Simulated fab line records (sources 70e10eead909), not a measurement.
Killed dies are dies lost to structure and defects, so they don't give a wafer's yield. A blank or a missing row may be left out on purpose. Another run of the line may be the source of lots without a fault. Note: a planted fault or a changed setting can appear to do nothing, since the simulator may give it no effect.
Matching of chambers :: flow nandHarc :: 4 sister chambers for NHARC_P_ZERO_WELL_ETCH_63 on rieSi-03
The step etches the open film in HBr/Cl2, target depth 120 nm, time 40.1 s. 8 wafers are shown with their chamber, then 8 later ones without.

WAFERS PAIRED WITH THEIR CHAMBERS
wafer: L079.4
chamber: 2
drypumpMotorCurrentA (A): 5.9
oesProductAu (a.u.): 0.989

wafer: L080.3
chamber: 0
drypumpMotorCurrentA (A): 5.2
oesProductAu (a.u.): 1.011

wafer: L080.5
chamber: 0
drypumpMotorCurrentA (A): 5.2
oesProductAu (a.u.): 1.010

wafer: L080.6
chamber: 1
drypumpMotorCurrentA (A): 6.0
oesProductAu (a.u.): 0.984

wafer: L081.1
chamber: 3
drypumpMotorCurrentA (A): 5.2
oesProductAu (a.u.): 0.999

wafer: L081.3
chamber: 1
drypumpMotorCurrentA (A): 6.0
oesProductAu (a.u.): 0.984

wafer: L081.4
chamber: 2
drypumpMotorCurrentA (A): 5.9
oesProductAu (a.u.): 0.995

wafer: L087.1
chamber: 3
drypumpMotorCurrentA (A): 5.3
oesProductAu (a.u.): 0.995

WAFERS WITHOUT THEIR CHAMBER
wafer: L087.2
drypumpMotorCurrentA (A): 5.8
oesProductAu (a.u.): 0.987

wafer: L087.3
drypumpMotorCurrentA (A): 6.0
oesProductAu (a.u.): 0.979

wafer: L093.2
drypumpMotorCurrentA (A): 6.0
oesProductAu (a.u.): 0.976

wafer: L093.4
drypumpMotorCurrentA (A): 5.1
oesProductAu (a.u.): 1.003

wafer: L093.6
drypumpMotorCurrentA (A): 6.0
oesProductAu (a.u.): 0.985

wafer: L097.1
drypumpMotorCurrentA (A): 5.1
oesProductAu (a.u.): 1.009

wafer: L097.2
drypumpMotorCurrentA (A): 5.2
oesProductAu (a.u.): 0.991

wafer: L097.5
drypumpMotorCurrentA (A): 5.3
oesProductAu (a.u.): 0.985

EACH ONE'S CHAMBER
wafer: L087.2
from the rows above: 2
in truth: 2

wafer: L087.3
from the rows above: 1
in truth: 1

wafer: L093.2
from the rows above: 1
in truth: 1

wafer: L093.4
from the rows above: can't be placed: 0 or 3
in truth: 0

wafer: L093.6
from the rows above: 1
in truth: 1

wafer: L097.1
from the rows above: 0
in truth: 0

wafer: L097.2
from the rows above: 3
in truth: 3

wafer: L097.5
from the rows above: 3
in truth: 3
Placed correctly: 7 of 8. These rows do not allow placing 1 (true chamber among the candidates in 1). 0 placed wrongly.
How it was worked out, from the rows above alone: a wafer's distance from a chamber is the root of the sum, over the readings, of the square of ((its reading less the chamber's mean) divided by the reading's scatter). The wafer belongs to the nearest chamber; if the next one is less than 2 further off, it can't be placed. For every chamber, the mean is computed from those of its wafers that are shown. The scatter is the square root of a quotient: the sum, over the shown wafers, of each reading's squared deviation from its chamber's mean, divided by wafers minus chambers.
